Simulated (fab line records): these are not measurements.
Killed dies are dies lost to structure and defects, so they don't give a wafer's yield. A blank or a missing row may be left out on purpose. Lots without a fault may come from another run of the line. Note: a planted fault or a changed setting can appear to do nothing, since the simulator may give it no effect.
Which tool did it? | flow n5-finfet | route of 1938 steps, sampled at 1 step: 12 lots, 36 wafers

WHAT EACH GAUGE READ, for each wafer
N5_BEOL_M13_CD_MEAS_28: target cd 209.5 nm.
lot  | measured     | on        | cd-nm (nm)
L075 | day 11 08:08 | cd-sem-03 | 208.9 209.2 208.8
L077 | day 12 05:28 | cd-sem-03 | 210.9 211.5 208.3
L081 | day 12 06:34 | cd-sem-01 | 211.6 211.0 212.7
L079 | day 12 13:40 | cd-sem-02 | 208.9 208.6 209.1
L084 | day 13 10:29 | cd-sem-01 | 208.7 210.5 209.2
L085 | day 13 20:21 | cd-sem-03 | 207.9 209.7 209.1
L087 | day 14 05:41 | cd-sem-01 | 208.7 208.6 210.9
L088 | day 14 09:07 | cd-sem-01 | 208.8 208.5 209.4
L091 | day 14 22:25 | cd-sem-03 | 210.2 208.3 208.6
L092 | day 15 18:49 | cd-sem-03 | 210.9 209.4 210.3
L094 | day 16 03:44 | cd-sem-01 | 207.5 207.2 208.2
L097 | day 16 08:40 | cd-sem-01 | 209.5 208.9 210.3

TOOL THAT RAN EACH LOT (tool first, then ch and the chambers of the sampled wafers, then the start)
The record holds no process step before these readings.

THE ANSWER, worked out from the rows above alone
Rule: the usual values come from the lots themselves. The widest of any qualifying gaps counts: lots, ordered by their means at a reading, are off when they make up no more than a third of the lots, leave a main group of 4 or more, and stand apart from it by 3 or more times the standard deviation of that group's means. A main group is skipped when, at the precision printed for the reading in the tables above, its means are all equal. Also off: a lot with no number at a reading for which 4 or more lots have one. The other lots that the step has rows for count as sound.
No lot is off at any reading shown: from this, nothing can be told.

WHAT WAS PUT IN BY THE SIMULATOR
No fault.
